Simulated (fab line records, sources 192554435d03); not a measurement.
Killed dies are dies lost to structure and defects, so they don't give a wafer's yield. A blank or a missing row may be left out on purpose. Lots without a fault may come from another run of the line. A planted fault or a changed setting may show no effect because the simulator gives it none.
Chamber matching | flow n5_finfet | N5_BEOL_M10_ETCH_66 on rie_diel-04: 4 sister chambers
The step etches SOC in N2/H2, target depth 120 nm, overetch 24 nm, time 180 s. 4 wafers are shown with their chamber, then 7 later ones without.

WAFERS WITH THEIR CHAMBER
wafer  | chamber | showerhead_plenum_p_Torr (Torr)
L786.1 | 2       | 2.50
L786.4 | 3       | 2.60
L790.3 | 0       | 2.49
L790.5 | 1       | 2.61

WAFERS WITHOUT THEIR CHAMBER
wafer  | showerhead_plenum_p_Torr (Torr)
L790.6 | 2.49
L802.1 | 2.49
L802.2 | 2.59
L802.6 | 2.48
L803.1 | 2.58
L803.4 | 2.59
L803.6 | 2.48

WHICH CHAMBER EACH WENT THROUGH
wafer  | from the rows above     | in truth
L790.6 | can't be placed: 0 or 2 | 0
L802.1 | can't be placed: 0 or 2 | 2
L802.2 | can't be placed: 3 or 1 | 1
L802.6 | can't be placed: 0 or 2 | 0
L803.1 | can't be placed: 3 or 1 | 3
L803.4 | can't be placed: 3 or 1 | 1
L803.6 | can't be placed: 0 or 2 | 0
Placed correctly: 0 of 7. Can't be placed from these rows: 7 (the true chamber is among the candidates in 7). Placed wrongly: 0.
How it was worked out, from the rows above alone: a wafer's distance from a chamber is the root of the sum, over the readings, of the square of ((its reading less the chamber's mean) divided by the reading's scatter). The wafer belongs to the nearest chamber; if the next one is less than 2 further off, it can't be placed. A chamber's mean is the mean of its shown wafers. The scatter: with one shown wafer a chamber, the root of the mean of the squares of how far each hidden wafer lies from its nearest shown one.
